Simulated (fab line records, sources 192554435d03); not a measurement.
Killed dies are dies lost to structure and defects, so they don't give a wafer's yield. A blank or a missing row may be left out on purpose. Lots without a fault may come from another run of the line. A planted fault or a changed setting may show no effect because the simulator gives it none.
fab line records | flow n5_finfet | part 1 of 2: steps 1 to 19 of 29
record lots=5 wafers=15 last_day=19
route steps=1938 shown BEOL_M0_CUTY@702 BEOL_M0@715
lots that met no fault: from a run of the same line without faults
start_h: hours from the record's first day to the start of the lot's first wafer shown | wait_h: hours since the lot's step before | " the same as in the row above | L1.1+2: a row that stands for several wafers | - no value, or no start given | * or withheld: withheld | < > ~ a bound
route shown NAME@n: a module of which the file shows steps, and the number in the route of the first | usual: mean/standard deviation of fault-free wafers | same: alike in all rows | chamber/n: place in a boat | sites: the reading at each site | _std_site: their standard deviation | _edge_site: outer sites' mean less inner sites' | radius_mm: how far each site lies from the wafer's centre | mask NAME#n: copy n | behind: the tool/chamber that last shaped the wafer | hold: why the lot was held/for how many hours/how that ended | device: the transistor (n, p or np) that didn't switch | end of line: the same wafers' tests at the end of the route | a step without rows: its recipe alone | killed: dies lost to structure and defects at the first sort, not the wafer's yield | map: a wafer's dies, x killed, . not, _ none there
set.NAME: the setting as run; set.NAME@STEP: as run at that earlier step | model.NAME: the simulator's own value behind a step, which no gauge read
lots at some steps of the route; a table a step, a row a wafer
services: from which hour (start_h, from the record's first day; less than 0 if before it) a tool's chamber was out of use, for how many hours, and why
## steps
# step N5_BEOL_M0_CUTY_COAT_51
# recipe resist=CAR-ArF-block spin_rpm=1500 resist_thk_nm=150
# usual dispense_pressure_kPa=53.1/1.2
# columns lot.wafer tool chamber start_h wait_h dispense_pressure_kPa
L076.3 litho_track-03 0 - - 52.5
L076.5 " 0 " " 52.5
L076.6 " 0 " " 52.5
L081.2 litho_track-03 0 - - 52.5
L081.4 " 0 " " 52.5
L081.5 " 0 " " 52.6
L088.1 litho_track-02 0 - - 51.6
L088.3 " 0 " " 51.6
L088.6 " 0 " " 51.6
L089.1 litho_track-01 0 - - 54.4
L089.3 " 0 " " 54.5
L089.6 " 0 " " 54.4
L096.4 litho_track-02 0 - - 51.6
L096.5 " 0 " " 51.6
L096.6 " 0 " " 51.6
# step N5_BEOL_M0_CUTY_EBR_52
# recipe solvent=PGMEA ebr_width_mm=1.5
# columns lot.wafer tool chamber start_h wait_h
L076.3+5+6 litho_track-03 0 - -
L081.2+4+5 litho_track-03 0 - -
L088.1+3+6 litho_track-02 0 - -
L089.1+3+6 litho_track-01 0 - -
L096.4+5+6 litho_track-02 0 - -
# step N5_BEOL_M0_CUTY_SOFTBAKE_53
# recipe temp_c=110 time_s=60 resist=CAR-ArF-block
# columns lot.wafer tool chamber start_h wait_h
L076.3+5+6 litho_track-03 0 - -
L081.2+4+5 litho_track-03 0 - -
L088.1+3+6 litho_track-02 0 - -
L089.1+3+6 litho_track-01 0 - -
L096.4+5+6 litho_track-02 0 - -
# step N5_BEOL_M0_CUTY_EXPOSE_54
# recipe mask_id=M0_ABLK na=1.35 source_shape=conventional sigma_outer=0.8 polarization=unpolarized dose_mj=36
# columns lot.wafer tool chamber start_h wait_h mask
L076.3+5+6 arfi_scanner-02 0 129.25 - M0_ABLK#0
L081.2+4+5 arfi_scanner-01 0 169.18 - M0_ABLK#0
L088.1+3+6 arfi_scanner-02 0 233.08 - M0_ABLK#0
L089.1+3+6 arfi_scanner-01 0 263.08 - M0_ABLK#0
L096.4+5+6 arfi_scanner-03 0 293.26 - M0_ABLK#0
# step N5_BEOL_M0_CUTY_PEB_55
# recipe peb_temp_c=110 peb_time_s=60 resist=CAR-ArF-block
# same peb_time_s=60
# columns lot.wafer tool chamber start_h wait_h
L076.3+5+6 litho_track-01 0 129.30 0.0
L081.2+4+5 litho_track-01 0 169.23 0.0
L088.1+3+6 litho_track-01 0 233.13 0.1
L089.1+3+6 litho_track-01 0 263.14 0.1
L096.4+5+6 litho_track-03 0 293.30 0.0
# step N5_BEOL_M0_CUTY_DEVELOP_56
# recipe develop_time_s=30 developer=TMAH resist=CAR-ArF-block rinse_liquid=diw dry=air_spin dev_temp_c=23
# columns lot.wafer tool chamber start_h wait_h
L076.3+5+6 litho_track-01 0 - -
L081.2+4+5 litho_track-01 0 - -
L088.1+3+6 litho_track-01 0 - -
L089.1+3+6 litho_track-01 0 - -
L096.4+5+6 litho_track-03 0 - -
# step N5_BEOL_M0_CUTY_CD_MEAS_57
# recipe target_cd_nm=200 landing_energy_ev=500 detector=se_inlens polarity=line
# usual cd_nm=200.0/0.87
# columns lot.wafer tool chamber start_h wait_h cd_nm
L076.3 cd_sem-01 0 129.37 - 199.8
L076.5 " 0 " " 200.0
L076.6 " 0 " " 199.6
L081.2 cd_sem-03 0 169.30 - 201.0
L081.4 " 0 " " 200.7
L081.5 " 0 " " 201.2
L088.1 cd_sem-01 0 233.20 - 199.7
L088.3 " 0 " " 199.2
L088.6 " 0 " " 199.7
L089.1 cd_sem-02 0 263.21 - 199.8
L089.3 " 0 " " 197.9
L089.6 " 0 " " 197.7
L096.4 cd_sem-01 0 293.37 - 200.1
L096.5 " 0 " " 199.6
L096.6 " 0 " " 199.9
# step N5_BEOL_M0_CUTY_OVL_MEAS_58
# recipe points_per_wafer=44
# usual M0_ABLK_OVL=0.5/0.82
# columns lot.wafer tool chamber start_h wait_h M0_ABLK_OVL[nm]
L076.3 overlay-01 0 129.40 0.0 0.7
L076.5 " 0 " " 0.6
L076.6 " 0 " " 1.1
L081.2 overlay-01 0 169.33 0.0 0.6
L081.4 " 0 " " 1.3
L081.5 " 0 " " 1.1
L088.1 overlay-01 0 233.23 0.0 0.9
L088.3 " 0 " " 0.7
L088.6 " 0 " " -0.1
L089.1 overlay-02 0 263.24 0.0 1.0
L089.3 " 0 " " 0.1
L089.6 " 0 " " 1.6
L096.4 overlay-01 0 293.39 0.0 0.5
L096.5 " 0 " " -0.5
L096.6 " 0 " " -0.2
# step N5_BEOL_M0_CUTY_INSPECT_59
# recipe mode=adi inspect_instrument=macro
# usual raw_defect_count=2.1/1.5
# columns lot.wafer tool chamber start_h wait_h raw_defect_count
L076.3 defect_inspect-02 - 129.42 0.0 3
L076.5 " - " " 1
L076.6 " - " " 0
L081.2 defect_inspect-01 - 169.36 0.0 1
L081.4 " - " " 3
L081.5 " - " " 5
L088.1 defect_inspect-02 - 233.26 0.0 3
L088.3 " - " " 1
L088.6 " - " " 2
L089.1 defect_inspect-01 - 263.26 0.0 2
L089.3 " - " " 2
L089.6 " - " " 1
L096.4 defect_inspect-01 - 293.42 0.0 1
L096.5 " - " " 2
L096.6 " - " " 2
# step N5_BEOL_M0_CUTY_DESCUM_61
# recipe chemistry=O2 time_s=7.9 source_power_w=50 bias_power_w=20 pressure_mtorr=20 rf_frequency_hz=2.712e+07 temp_c=40 resist=CAR-ArF-block o2_flow_sccm=225
# usual drypump_motor_current_A=5.8/0.4 oes_product_au=0.78/0.055 rf_vpp_V=243.6/1.2 showerhead_plenum_p_Torr=2.12/0.055 throttle_valve_pct=20.47/0.19
# columns lot.wafer tool chamber start_h wait_h drypump_motor_current_A oes_product_au rf_hours_counter_h rf_vpp_V showerhead_plenum_p_Torr throttle_valve_pct
L076.3 rie_diel-04 1 129.46 0.0 5.3 0.83 75 243.5 2.11 20.07
L076.5 " 2 " " 5.5 0.72 - 243.3 2.17 20.94
L076.6 " 1 " " 5.3 0.82 - 244.2 2.11 20.06
L081.2 rie_diel-04 2 169.39 0.0 5.4 0.71 199 243.8 2.16 20.96
L081.4 " 1 " " 5.3 0.81 89 242.8 2.10 20.09
L081.5 " 0 " " 6.4 0.96 - 244.9 2.23 20.26
L088.1 rie_diel-04 2 233.34 0.1 5.4 0.70 210 245.3 2.16 20.94
L088.3 " 1 " " 5.3 0.80 101 243.4 2.10 20.10
L088.6 " 2 " " 5.5 0.70 - 243.6 2.16 20.96
L089.1 rie_diel-06 1 263.63 0.4 5.7 0.81 86 244.4 2.11 20.49
L089.3 " 3 " " 5.9 0.74 162 243.9 2.10 20.46
L089.6 " 3 " " 5.9 0.73 - 243.5 2.10 20.49
L096.4 rie_diel-06 0 293.45 0.0 5.9 0.71 218 243.5 2.07 20.67
L096.5 " 2 " " 5.1 0.72 - 244.4 2.17 20.38
L096.6 " 3 " " 5.9 0.73 - 243.6 2.09 20.51
# step N5_BEOL_M0_CUTY_ETCH_62
# recipe chemistry=CF4 target=SiARC mask_material=CAR-ArF-block time_s=58.5 ion_energy_ev=80 pressure_mtorr=40 source_w=545 bias_w=36 Ar_flow_sccm=100 cf4_flow_sccm=100 ends=cleared
# usual drypump_motor_current_A=5.8/0.4 etch_rf_on_time_s=58.2/0.53 oes_product_au=0.67/0.046 rf_vpp_V=184.5/1.1 showerhead_plenum_p_Torr=2.17/0.051 throttle_valve_pct=15.64/0.18
# columns lot.wafer tool chamber start_h wait_h drypump_motor_current_A etch_rf_on_time_s oes_product_au rf_hours_counter_h rf_vpp_V showerhead_plenum_p_Torr throttle_valve_pct
L076.3 rie_diel-04 1 129.49 0.0 5.3 59.1 0.70 75 182.9 2.16 15.27
L076.5 " 2 " " 5.5 58.7 0.62 - 185.6 2.21 16.05
L076.6 " 1 " " 5.3 58.8 0.70 - 185.6 2.16 15.27
L081.2 rie_diel-04 2 169.42 0.0 5.4 58.5 0.61 199 184.3 2.20 16.09
L081.4 " 1 " " 5.3 58.8 0.69 89 183.7 2.15 15.30
L081.5 " 0 " " 6.4 57.1 0.82 - 184.4 2.28 15.45
L088.1 rie_diel-04 2 233.37 0.0 5.5 58.0 0.60 210 184.4 2.20 16.11
L088.3 " 1 " " 5.3 57.9 0.69 101 185.9 2.15 15.34
L088.6 " 2 " " 5.5 58.1 0.60 - 184.8 2.20 16.10
L089.1 rie_diel-06 1 263.66 0.0 5.7 58.1 0.70 86 183.6 2.16 15.67
L089.3 " 3 " " 5.9 58.3 0.64 162 184.8 2.13 15.59
L089.6 " 3 " " 5.9 57.9 0.63 - 183.2 2.13 15.60
L096.4 rie_diel-06 0 293.49 0.0 5.9 59.2 0.61 218 183.5 2.11 15.90
L096.5 " 2 " " 5.1 58.2 0.61 - 184.7 2.22 15.59
L096.6 " 3 " " 5.9 58.3 0.63 - 183.1 2.13 15.60
# step N5_BEOL_M0_CUTY_ETCH_63
# recipe chemistry=N2/H2 target=SOC target_depth_a=827 overetch_a=165 mask_material=SiARC temp_c=40 ion_energy_ev=200 time_s=124 pressure_mtorr=30 source_w=840 bias_w=150 n2_flow_sccm=200 h2_flow_sccm=200
# usual drypump_motor_current_A=5.8/0.4 oes_product_au=0.64/0.043 rf_vpp_V=524.9/2 showerhead_plenum_p_Torr=2.58/0.067 throttle_valve_pct=17.86/0.21
# columns lot.wafer tool chamber start_h wait_h drypump_motor_current_A oes_product_au rf_hours_counter_h rf_vpp_V showerhead_plenum_p_Torr throttle_valve_pct
L076.3 rie_diel-04 1 129.54 0.0 5.3 0.67 75 524.8 2.57 17.40
L076.5 " 2 " " 5.4 0.59 - 527.5 2.63 18.35
L076.6 " 1 " " 5.3 0.68 - 525.5 2.57 17.40
L081.2 rie_diel-04 2 169.47 0.0 5.5 0.58 199 528.0 2.63 18.39
L081.4 " 1 " " 5.3 0.67 89 524.8 2.56 17.43
L081.5 " 0 " " 6.4 0.77 - 528.4 2.72 17.66
L088.1 rie_diel-04 2 233.42 0.0 5.5 0.57 210 526.2 2.62 18.39
L088.3 " 1 " " 5.3 0.66 101 524.3 2.56 17.44
L088.6 " 2 " " 5.5 0.58 - 525.7 2.62 18.39
L089.1 rie_diel-06 1 263.71 0.0 5.7 0.67 86 524.5 2.57 17.87
L089.3 " 3 " " 5.9 0.61 162 525.2 2.53 17.80
L089.6 " 3 " " 5.9 0.61 - 523.1 2.53 17.82
L096.4 rie_diel-06 0 293.53 0.0 6.0 0.59 218 523.7 2.51 18.12
L096.5 " 2 " " 5.1 0.58 - 526.2 2.63 17.85
L096.6 " 3 " " 5.8 0.60 - 522.4 2.53 17.81
# step N5_BEOL_M0_CUTY_STRIP_64
# recipe chemistry=N2/H2 temp_c=40 n2_flow_sccm=200 h2_flow_sccm=200 rf_frequency_hz=6e+07
# columns lot.wafer tool chamber start_h wait_h
L076.3+5+6 rie_diel-04 1,2,1 129.65 0.1
L081.2+4+5 rie_diel-04 2,1,0 169.58 0.1
L088.1+3+6 rie_diel-04 2,1,2 233.53 0.1
L089.1+3+6 rie_diel-06 1,3,3 263.82 0.1
L096.4+5+6 rie_diel-06 0,2,3 293.65 0.1
# step N5_BEOL_M0_ETCH_138
# recipe chemistry=CH3F/O2 target_depth_a=120 target=SiCN time_s=31.6 ion_energy_ev=120 pressure_mtorr=30 source_w=395 bias_w=75 Ar_flow_sccm=150 CH3F_flow_sccm=30 O2_flow_sccm=20 ends=cleared
# usual drypump_motor_current_A=5.8/0.4 etch_rf_on_time_s=29.1/0.7 oes_product_au=0.67/0.046 rf_vpp_V=297.8/1.3 showerhead_plenum_p_Torr=2.03/0.05 throttle_valve_pct=16.35/0.19
# columns lot.wafer tool chamber start_h wait_h drypump_motor_current_A etch_rf_on_time_s oes_product_au rf_hours_counter_h rf_vpp_V showerhead_plenum_p_Torr throttle_valve_pct
L076.3 rie_diel-04 1 129.66 0.0 5.3 28.4 0.70 75 298.4 2.01 15.97
L076.5 " 2 " " 5.4 29.5 0.61 - 297.8 2.07 16.76
L076.6 " 1 " " 5.3 29.1 0.70 - 296.8 2.01 15.96
L081.2 rie_diel-04 2 169.59 0.0 5.4 28.7 0.60 199 297.8 2.06 16.78
L081.4 " 1 " " 5.3 29.6 0.69 89 298.5 2.01 15.99
L081.5 " 0 " " 6.4 29.8 0.81 - 300.1 2.13 16.14
L088.1 rie_diel-04 2 233.54 0.0 5.4 29.5 0.60 211 299.1 2.06 16.82
L088.3 " 1 " " 5.3 30.2 0.67 101 296.0 2.00 16.02
L088.6 " 2 " " 5.4 30.1 0.59 - 297.1 2.06 16.82
L089.1 rie_diel-06 1 263.83 0.0 5.7 28.2 0.70 86 298.2 2.02 16.34
L089.3 " 3 " " 5.9 28.4 0.64 162 298.4 2.00 16.31
L089.6 " 3 " " 5.9 29.3 0.63 - 296.5 2.00 16.30
L096.4 rie_diel-06 0 293.66 0.0 6.0 30.2 0.60 218 298.1 1.97 16.56
L096.5 " 2 " " 5.1 30.0 0.61 - 299.5 2.07 16.26
L096.6 " 3 " " 5.9 29.7 0.63 - 296.8 1.99 16.35
# step N5_BEOL_M0_HM_OPEN_105
# recipe chemistry=Cl2/BCl3 target_depth_a=120 target=TiN ion_energy_ev=150 pressure_mtorr=10 icp_w=1000 bias_w=126 Cl2_flow_sccm=53.25 bcl3_flow_sccm=21.75 Ar_flow_sccm=25
# usual drypump_motor_current_A=5.9/0.53 oes_product_au=0.79/0.11 throttle_valve_pct=21.77/0.18
# columns lot.wafer tool chamber start_h wait_h drypump_motor_current_A oes_product_au rf_hours_counter_h throttle_valve_pct
L076.3 rie_metal-03 0 131.80 2.1 5.9 0.63 - 21.70
L076.5 " 0 " " 5.9 0.63 - 21.69
L076.6 " 1 " " 5.1 0.82 - 21.67
L081.2 rie_metal-03 1 169.69 0.1 5.1 0.80 37 21.68
L081.4 " 0 " " 5.9 0.64 - 21.70
L081.5 " 0 " " 5.9 0.63 - 21.69
L088.1 rie_metal-03 0 234.60 1.0 5.9 0.62 115 21.70
L088.3 " 0 " " 5.9 0.63 - 21.71
L088.6 " 1 " " 5.1 0.80 - 21.66
L089.1 rie_metal-03 0 265.86 2.0 5.9 0.62 117 21.71
L089.3 " 1 " " 5.1 0.78 - 21.70
L089.6 " 0 " " 5.9 0.62 - 21.74
L096.4 rie_metal-01 0 301.86 8.2 6.8 0.90 - 21.84
L096.5 " 0 " " 6.8 0.90 - 21.82
L096.6 " 1 " " 6.2 0.77 - 21.63
# step N5_BEOL_M0_STRIP_140
# recipe chemistry=CF4 resist=SiARC power_w=300 bias_power_w=75 pressure_mtorr=50 cf4_flow_sccm=150 rf_frequency_hz=6e+07
# usual drypump_motor_current_A=5.8/0.4 oes_product_au=0.77/0.058 rf_vpp_V=271.7/1.6 showerhead_plenum_p_Torr=1.82/0.043 throttle_valve_pct=13.61/0.21
# columns lot.wafer tool chamber start_h wait_h drypump_motor_current_A oes_product_au rf_hours_counter_h rf_vpp_V showerhead_plenum_p_Torr throttle_valve_pct
L076.3 rie_diel-04 2 132.21 0.4 5.5 0.71 185 273.6 1.85 14.03
L076.5 " 3 " " 6.5 0.75 - 271.7 1.86 13.42
L076.6 " 1 " " 5.3 0.81 - 270.3 1.81 13.25
L081.2 rie_diel-01 0 169.86 0.1 5.7 0.82 68 270.7 1.88 13.54
L081.4 " 2 " " 6.2 0.83 63 267.8 1.75 13.64
L081.5 " 3 " " 5.6 0.77 - 271.5 1.80 13.69
L088.1 rie_diel-06 3 235.02 0.4 5.9 0.74 153 267.6 1.79 13.54
L088.3 " 1 " " 5.8 0.82 76 272.6 1.82 13.60
L088.6 " 1 " " 5.7 0.81 - 273.9 1.82 13.58
L089.1 rie_diel-04 1 266.04 0.1 5.3 0.78 115 271.0 1.80 13.37
L089.3 " 2 " " 5.4 0.68 225 272.6 1.84 14.11
L089.6 " 2 " " 5.4 0.68 - 274.0 1.84 14.11
L096.4 rie_diel-06 3 302.20 0.3 5.9 0.72 - 271.8 1.78 13.59
L096.5 " 0 " " 5.9 0.70 - 271.0 1.78 13.92
L096.6 " 2 " " 5.1 0.70 - 275.6 1.86 13.62
# step N5_BEOL_M0_STRIP_104
# recipe chemistry=N2/H2 power_w=450 temp_c=40 pressure_mtorr=20 rf_frequency_hz=6e+07 overash_fraction=0.3 bias_power_w=7 h2_frac=0.5 n2_flow_sccm=200 h2_flow_sccm=200
# usual drypump_motor_current_A=5.8/0.4 oes_product_au=0.79/0.063 rf_vpp_V=59.4/1.7 showerhead_plenum_p_Torr=2.58/0.067 throttle_valve_pct=23.7/0.31
# columns lot.wafer tool chamber start_h wait_h drypump_motor_current_A oes_product_au rf_hours_counter_h rf_vpp_V showerhead_plenum_p_Torr throttle_valve_pct
L076.3 rie_diel-04 2 132.23 0.0 5.5 0.73 185 60.4 2.63 24.3
L076.5 " 3 " " 6.5 0.77 - 56.4 2.64 23.2
L076.6 " 1 " " 5.3 0.84 - 59.2 2.56 23.1
L081.2 rie_diel-01 0 169.88 0.0 5.7 0.87 68 59.9 2.68 23.8
L081.4 " 2 " " 6.2 0.85 63 58.2 2.47 23.7
L081.5 " 3 " " 5.6 0.78 - 57.6 2.54 23.8
L088.1 rie_diel-06 3 235.04 0.0 5.9 0.74 153 59.9 2.53 23.7
L088.3 " 1 " " 5.7 0.82 76 57.1 2.56 23.7
L088.6 " 1 " " 5.7 0.83 - 60.9 2.57 23.7
L089.1 rie_diel-04 1 266.06 0.0 5.4 0.79 115 60.2 2.55 23.1
L089.3 " 2 " " 5.5 0.70 225 60.3 2.61 24.3
L089.6 " 2 " " 5.5 0.69 - 57.3 2.61 24.3
L096.4 rie_diel-06 3 302.23 0.0 5.9 0.73 - 58.3 2.52 23.7
L096.5 " 0 " " 6.0 0.71 - 61.2 2.50 24.0
L096.6 " 2 " " 5.1 0.71 - 60.3 2.62 23.7
# step N5_BEOL_M0_WET_ETCH_106
# recipe chemistry=DHF dilution=10:1 temp_c=25 target=SiO2 target_depth_a=1300 dry=ipa_marangoni rinse_time_s=30 rinse_temp_c=23
# columns lot.wafer tool chamber start_h wait_h
L076.3+5+6 wet_bench-04 4,5,7 132.31 -
L081.2+4+5 wet_bench-02 3,4,2 169.95 -
L088.1+3+6 wet_bench-05 3,5,1 235.10 -
L089.1+3+6 wet_bench-02 1,2,5 266.12 -
L096.4+5+6 wet_bench-04 3,4,5 302.27 -
# step N5_BEOL_M0_ETCH_128
# recipe chemistry=CF4/N2 target_depth_a=120 overetch_a=51 target=SiCN time_s=21.4 ion_energy_ev=150 pressure_mtorr=40 source_w=430 bias_w=70 Ar_flow_sccm=100 cf4_flow_sccm=60 n2_flow_sccm=60
# usual drypump_motor_current_A=5.8/0.41 oes_product_au=0.54/0.04 rf_vpp_V=383.0/1.6 showerhead_plenum_p_Torr=2.24/0.056 throttle_valve_pct=15.45/0.21
# columns lot.wafer tool chamber start_h wait_h drypump_motor_current_A oes_product_au rf_hours_counter_h rf_vpp_V showerhead_plenum_p_Torr throttle_valve_pct
L076.3 rie_diel-06 3 132.78 0.4 5.9 0.52 132 383.0 2.21 15.34
L076.5 " 1 " " 5.7 0.59 - 383.4 2.24 15.39
L076.6 " 2 " " 5.1 0.51 - 385.5 2.30 15.34
L081.2 rie_diel-01 3 170.01 0.0 5.6 0.52 134 383.9 2.22 15.57
L081.4 " 0 " " 5.7 0.58 68 384.8 2.32 15.40
L081.5 " 0 " " 5.7 0.59 - 384.9 2.32 15.42
L088.1 rie_diel-04 2 235.59 0.5 5.4 0.48 211 382.7 2.27 15.93
L088.3 " 1 " " 5.3 0.55 102 380.8 2.22 15.15
L088.6 " 0 " " 6.4 0.64 - 385.9 2.34 15.31
L089.1 rie_diel-01 0 266.23 0.1 5.7 0.55 90 385.5 2.31 15.46
L089.3 " 2 " " 6.3 0.56 86 380.7 2.14 15.54
L089.6 " 1 " " 5.7 0.55 - 382.5 2.22 15.41
L096.4 rie_diel-01 1 302.82 0.5 5.8 0.54 121 382.7 2.21 15.43
L096.5 " 2 " " 6.2 0.57 - 379.5 2.14 15.57
L096.6 " 1 " " 5.8 0.55 - 381.6 2.21 15.41
